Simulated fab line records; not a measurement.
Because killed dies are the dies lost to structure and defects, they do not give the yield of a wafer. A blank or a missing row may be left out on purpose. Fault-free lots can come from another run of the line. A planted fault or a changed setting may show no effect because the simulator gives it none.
Check for tools in common || flow n5_finfet || 10 lots and 30 wafers in the sample

== REASON IT WAS OPENED ==
At N5_BEOL_M4_RC_MEAS_101 the reading CJ_P is flagged on 2 of 10 lots. Fault-free wafers read 5.73, with a standard deviation of 0.16.
Rule: flag the lot when none of its wafers has a number, or when each of its wafers that has one lies beyond 4 standard deviations from that mean. All remaining lots are regarded as sound.

{"lot": "L467", "measured": "day 9 17:53", "on": "prober-01", "CJ_P, wafer by wafer": "5.78 5.40 5.62", "flag": ""}
{"lot": "L469", "measured": "day 10 07:59", "on": "prober-02", "CJ_P, wafer by wafer": "5.68 5.62 5.56", "flag": ""}
{"lot": "L472", "measured": "day 11 08:04", "on": "prober-02", "CJ_P, wafer by wafer": "5.53 5.98 5.62", "flag": ""}
{"lot": "L473", "measured": "day 11 20:26", "on": "prober-02", "CJ_P, wafer by wafer": "6.07 5.92 5.62", "flag": ""}
{"lot": "L474", "measured": "day 12 05:59", "on": "prober-02", "CJ_P, wafer by wafer": "5.91 5.59 5.81", "flag": ""}
{"lot": "L480", "measured": "day 12 22:57", "on": "prober-01", "CJ_P, wafer by wafer": "6.83 6.71 6.74", "flag": "FLAGGED"}
{"lot": "L483", "measured": "day 14 01:35", "on": "prober-01", "CJ_P, wafer by wafer": "5.82 5.86 5.96", "flag": ""}
{"lot": "L481", "measured": "day 14 05:40", "on": "prober-01", "CJ_P, wafer by wafer": "6.92 6.63 7.01", "flag": "FLAGGED"}
{"lot": "L488", "measured": "day 15 08:19", "on": "prober-01", "CJ_P, wafer by wafer": "5.71 5.81 5.44", "flag": ""}
{"lot": "L489", "measured": "day 15 11:44", "on": "prober-02", "CJ_P, wafer by wafer": "5.82 5.79 5.63", "flag": ""}
The mean of the flagged lots' numbers is 6.81, +1.08 from the usual (+7 standard deviations).

== TOOL THAT RAN EACH LOT ==
2 process steps preceding the reading are held in the record, out of 1938 steps in the route. In each cell: the tool, then ch and the chambers that the sampled wafers went through, then the start.
{"lot": "L467", "flag": "", "N5_WELL_APT_IMPLANT_15": "implanter-02 ch 0, day 1 14:14", "N5_WELL_APT_DESCUM_30": "rie_diel-01 ch 0,1,3, day 1 15:10"}
{"lot": "L469", "flag": "", "N5_WELL_APT_IMPLANT_15": "implanter-02 ch 0, day 2 02:26", "N5_WELL_APT_DESCUM_30": "rie_diel-03 ch 1,2,3, day 2 03:47"}
{"lot": "L472", "flag": "", "N5_WELL_APT_IMPLANT_15": "implanter-01 ch 0, day 2 20:47", "N5_WELL_APT_DESCUM_30": "rie_diel-03 ch 0,3, day 2 21:58"}
{"lot": "L473", "flag": "", "N5_WELL_APT_IMPLANT_15": "implanter-02 ch 0, day 3 02:03", "N5_WELL_APT_DESCUM_30": "rie_diel-01 ch 1,2, day 3 02:54"}
{"lot": "L474", "flag": "", "N5_WELL_APT_IMPLANT_15": "implanter-02 ch 0, day 3 08:27", "N5_WELL_APT_DESCUM_30": "rie_diel-04 ch 0,1,3, day 3 09:25"}
{"lot": "L480", "flag": "FLAGGED", "N5_WELL_APT_IMPLANT_15": "implanter-02 ch 0, day 4 20:17", "N5_WELL_APT_DESCUM_30": "rie_diel-03 ch 0,3, day 4 21:08"}
{"lot": "L483", "flag": "", "N5_WELL_APT_IMPLANT_15": "implanter-01 ch 0, day 5 15:26", "N5_WELL_APT_DESCUM_30": "rie_diel-03 ch 0,1,2, day 5 16:16"}
{"lot": "L481", "flag": "FLAGGED", "N5_WELL_APT_IMPLANT_15": "implanter-02 ch 0, day 5 02:07", "N5_WELL_APT_DESCUM_30": "rie_diel-01 ch 0,2,3, day 5 02:59"}
{"lot": "L488", "flag": "", "N5_WELL_APT_IMPLANT_15": "implanter-01 ch 0, day 6 19:58", "N5_WELL_APT_DESCUM_30": "rie_diel-04 ch 0,1,3, day 6 20:55"}
{"lot": "L489", "flag": "", "N5_WELL_APT_IMPLANT_15": "implanter-01 ch 0, day 7 02:25", "N5_WELL_APT_DESCUM_30": "rie_diel-03 ch 1,2, day 7 03:28"}
What these steps do:
- N5_WELL_APT_IMPLANT_15
- N5_WELL_APT_DESCUM_30: chemistry O2, time 7.9 s.
- N5_BEOL_M4_RC_MEAS_101

== FLAGGED OVER TOTAL, TOOL BY TOOL (the gauges that took the reading come last) ==
{"step": "N5_WELL_APT_IMPLANT_15", "tool": "implanter-01", "lots run": 4, "flagged": 0, "share of the flagged lots": "none", "sound lots run after its first flagged lot": "-"}
{"step": "N5_WELL_APT_IMPLANT_15", "tool": "implanter-02", "lots run": 6, "flagged": 2, "share of the flagged lots": "all", "sound lots run after its first flagged lot": 0}
{"step": "N5_WELL_APT_DESCUM_30", "tool": "rie_diel-01", "lots run": 3, "flagged": 1, "share of the flagged lots": "some", "sound lots run after its first flagged lot": 0}
{"step": "N5_WELL_APT_DESCUM_30", "tool": "rie_diel-03", "lots run": 5, "flagged": 1, "share of the flagged lots": "some", "sound lots run after its first flagged lot": "2 (L483,L489)"}
{"step": "N5_WELL_APT_DESCUM_30", "tool": "rie_diel-04", "lots run": 2, "flagged": 0, "share of the flagged lots": "none", "sound lots run after its first flagged lot": "-"}
{"step": "N5_BEOL_M4_RC_MEAS_101", "tool": "prober-01", "lots run": 5, "flagged": 2, "share of the flagged lots": "all", "sound lots run after its first flagged lot": "2 (L483,L488)"}
{"step": "N5_BEOL_M4_RC_MEAS_101", "tool": "prober-02", "lots run": 5, "flagged": 0, "share of the flagged lots": "none", "sound lots run after its first flagged lot": "-"}

== WHAT THE TABLE ALLOWS ==
2 rows of the table ran every flagged lot: implanter-02 at N5_WELL_APT_IMPLANT_15, prober-01 at N5_BEOL_M4_RC_MEAS_101.
- implanter-02 at N5_WELL_APT_IMPLANT_15 ran 6 lots, 2 of them flagged. Its last sound lot is L474 (day 3 08:27), its first flagged lot L480 (day 4 20:17): a fault that began between those two fits. Its own readings lie more than 4 standard deviations out on every wafer of the flagged lots: dose_ions_cm2, faraday_current_uA.
- prober-01 at N5_BEOL_M4_RC_MEAS_101 ran 5 lots, 2 of them flagged. After the first flagged lot (L483, L488), sound lots still ran on it; a lasting fault on the whole tool would not permit that.
Left over: one tool, implanter-02 at N5_WELL_APT_IMPLANT_15.

== WHAT WAS PUT IN BY THE SIMULATOR ==
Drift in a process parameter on implanter-02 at N5_WELL_APT_IMPLANT_15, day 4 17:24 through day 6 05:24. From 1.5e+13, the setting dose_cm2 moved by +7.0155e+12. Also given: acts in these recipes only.
Struck lots among those shown: L480, L481. The rule above reached the same finding.
